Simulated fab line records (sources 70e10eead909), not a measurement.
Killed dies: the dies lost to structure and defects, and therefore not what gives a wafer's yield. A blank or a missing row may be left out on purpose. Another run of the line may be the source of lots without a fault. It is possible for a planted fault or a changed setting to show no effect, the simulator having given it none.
Which tool is to blame? -- flow nand_harc -- 7 lots with 21 wafers sampled at 2 steps, on a route of 1302 steps

## WHAT THE GAUGES SHOWED, per wafer
NHARC_A_M0_CD_MEAS_16.
lot,measured,on,cd_nm (nm)
L271,day 23 10:08,cd_sem-02,79.9 80.3 79.6
L275,day 25 17:37,cd_sem-03,79.9 81.5 80.4
L279,day 26 23:00,cd_sem-03,80.0 79.8 79.9
L284,day 28 21:56,cd_sem-03,80.8 80.3 80.0
L287,day 30 10:49,cd_sem-01,79.8 80.3 78.7
L286,day 30 17:43,cd_sem-01,79.0 79.4 81.5
L291,day 31 19:16,cd_sem-03,79.4 78.2 78.9

## EACH LOT AND THE TOOL THAT RAN IT (in order: tool; ch and the chambers of the sampled wafers; start)
lot,NHARC_A_BLC_CMP_25
L271,"cmp-03 ch 0,1,3, day 23 08:26"
L275,"cmp-03 ch 0,2,3, day 25 15:50"
L279,"cmp-04 ch 0,1,3, day 26 21:11"
L284,"cmp-03 ch 2,3, day 28 20:04"
L287,"cmp-03 ch 0,1,3, day 30 09:10"
L286,"cmp-04 ch 0,1,2, day 30 16:01"
L291,"cmp-04 ch 1,2, day 31 17:28"
- NHARC_A_BLC_CMP_25: polishes, t overpolish 30 s, target thk 150 nm.

## THE ANSWER, worked out from the rows above alone
Rule: usual is defined by the lots themselves. The widest of any qualifying gaps counts: lots, ordered by their means at a reading, are off when they make up no more than a third of the lots, leave a main group of 4 or more, and stand apart from it by 3 or more times the standard deviation of that group's means. The tables above print the reading to a certain number of digits; a main group whose means all agree to those digits is not used. A lot without any number at a reading at which 4 lots or more have one is off too. All remaining lots with rows at the step are treated as sound.
Across all readings shown, no lot is off: no conclusion can be drawn from this.

## WHAT THE SIMULATOR PUT IN
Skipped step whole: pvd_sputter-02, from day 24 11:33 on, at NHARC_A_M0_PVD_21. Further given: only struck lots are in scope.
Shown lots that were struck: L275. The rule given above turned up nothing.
